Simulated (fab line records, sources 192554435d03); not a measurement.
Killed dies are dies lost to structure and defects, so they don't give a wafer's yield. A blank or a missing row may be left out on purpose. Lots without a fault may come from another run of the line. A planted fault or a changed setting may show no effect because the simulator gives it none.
Problem report in the 8D (eight disciplines) form, filled by code | flow n5_finfet | the parts of the form that need people (team, actions taken, sign-off) are left out

1. THE PROBLEM
run_length_s at N5_BEOL_M11_CVD_75 reads a mean of 132.5 s on 1 wafer of 1 lot; wafers without a fault read 161.9 s with a standard deviation of 0.53. That is -55 standard deviations from the usual mean.
The step: deposits Co from CCTBA/H2, target thk 2 nm, time 138.9 s.
First seen on wafer L210.2, day 12 06:16, on cvd_co-02. The record holds 33 wafers of 11 lots with a number at this step. Rule for "out", or "out of limits": more than 4 standard deviations from the usual mean. The other wafers with a number count as sound.

2. WHAT IT IS AND WHAT IT IS NOT
question                    | is                | is not
which readings at this step | run_length_s      | -
which lots                  | L210              | L203, L204, L205, L206, L207, L208, L212, L222, L223, L226
which wafers of those lots  | L210.2            | L210.3, L210.4
read on which tools         | cvd_co-02         | cvd_co-01
when                        | from day 12 06:16 | up to then (20 sound wafers); but 12 sound wafers of L212, L222, L223, L226 came after

3. SUSPECTS, AND WHAT RULES EACH OUT
Counting: a tool at a process step up to the reading stays a suspect if it ran every lot that is out. Sound lots after the first of them don't rule it out here, since some wafers of a struck lot are sound.
- rie_diel-01 at N5_BEOL_M11_ETCH_65 (etches SiARC in CF4, target depth 39 nm, time 65 s): kept. It ran the lot that is out, L210 (day 12 04:37); its last sound lot up to then is L208 (day 11 04:49).
- pvd_sputter-03 at N5_BEOL_M11_DEGAS_44 (time 60 s): kept. It ran the lot that is out, L210 (day 12 05:47); its last sound lot up to then is L208 (day 11 06:26).
- cvd_co-02 at N5_BEOL_M11_CVD_75 (deposits Co from CCTBA/H2, target thk 2 nm, time 138.9 s): kept. It ran the lot that is out, L210 (day 12 06:16); its last sound lot up to then is L208 (day 11 07:06). Its own readings are out on those wafers: run_length_s.
- Within rie_diel-01 at N5_BEOL_M11_ETCH_65: the wafers that are out ran in chamber 3; their sound lot-mates ran in chambers 1, 2.
- Within cvd_co-02 at N5_BEOL_M11_CVD_75: the wafers that are out ran in chamber 2; their sound lot-mates ran in chambers 0, 1.
Left after counting: rie_diel-01 at N5_BEOL_M11_ETCH_65, pvd_sputter-03 at N5_BEOL_M11_DEGAS_44, cvd_co-02 at N5_BEOL_M11_CVD_75.

4. THE CAUSE (what the simulator had put in)
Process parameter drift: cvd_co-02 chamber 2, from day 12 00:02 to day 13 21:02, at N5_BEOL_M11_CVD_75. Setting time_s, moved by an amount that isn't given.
Counting left 3 suspects, and this tool is among them.

5. THE CHAIN OF EFFECTS, in route order
Each row: a reading whose mean over the struck wafers that have a number lies more than 3 standard deviations from the usual. Only readings for which the record gives a usual standard deviation are gone through. hours: the time from each lot's start at the first step in this table that gives one to its start at this step, as a median over the lots. sigmas: the change in usual standard deviations.
hours | step               | reading      | usual   | on struck wafers | change | sigmas
0     | N5_BEOL_M11_CVD_75 | run_length_s | 161.9 s | 132.5            | -29.4  | -55
The process steps in it:
- N5_BEOL_M11_CVD_75: deposits Co from CCTBA/H2, target thk 2 nm, time 138.9 s.
Later measuring or inspecting steps at which every struck wafer that the step has a row for has a number for every such reading, and none has moved that far: N5_BEOL_M12_OVL_MEAS_11.

6. WHAT WOULD HAVE CAUGHT IT SOONER
In this record the first reading out of limits was taken at day 12 06:16, 6 hours after the fault began at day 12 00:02.
